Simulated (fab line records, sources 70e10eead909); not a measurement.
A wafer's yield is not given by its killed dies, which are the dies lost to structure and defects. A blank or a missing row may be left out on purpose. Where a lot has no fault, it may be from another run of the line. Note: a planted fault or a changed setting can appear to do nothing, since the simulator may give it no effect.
Matching of chambers	flow nand-harc	3 sister chambers for NHARC_A_STAIRCASE_DEP_322 on pecvd-04
The step deposits SiO2, target thk 3800 nm. 14 wafers are shown with their chamber, then 7 later ones without.

WAFERS WITH THEIR CHAMBER
wafer	chamber	heater-power-w (W)
L833.1	1	751
L833.2	0	696
L833.4	1	659
L835.1	1	847
L835.2	0	679
L835.6	2	571
L838.4	1	663
L838.5	2	566
L838.6	0	643
L840.1	2	694
L840.2	1	795
L840.4	2	569
L841.2	0	787
L841.4	2	578

SIGNATURES (averages over the wafers above)
reading	chamber 0	chamber 1	chamber 2	scatter within a chamber
heater-power-w	701.25	743.00	595.60	67.7
Rule: a wafer lies at a distance from a chamber equal to the root of the sum of squares, over the readings, of (its reading less the chamber's mean, divided by the reading's scatter). If the next closest chamber is less than 2 further off than the closest, the wafer can't be placed; otherwise it belongs to the closest. The scatter: take each reading less its chamber's mean, square it, sum over the shown wafers, divide by the number of wafers less the number of chambers, and take the root.

WAFERS MISSING THEIR CHAMBER
wafer	heater-power-w (W)
L841.6	657
L844.1	782
L844.3	712
L844.6	651
L852.1	689
L852.2	767
L852.6	525

WHICH CHAMBER EACH ONE RAN IN
wafer	from the rows above	in truth
L841.6	can't be placed: 0 or 2 or 1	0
L844.1	can't be placed: 1 or 0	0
L844.3	can't be placed: 0 or 1 or 2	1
L844.6	can't be placed: 0 or 2 or 1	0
L852.1	can't be placed: 0 or 1 or 2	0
L852.2	can't be placed: 1 or 0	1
L852.6	can't be placed: 2 or 0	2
Correct placement for 0 of the 7. Unplaceable from these rows: 7, with the true chamber sitting among the candidates in 7. Number placed wrongly: 0.
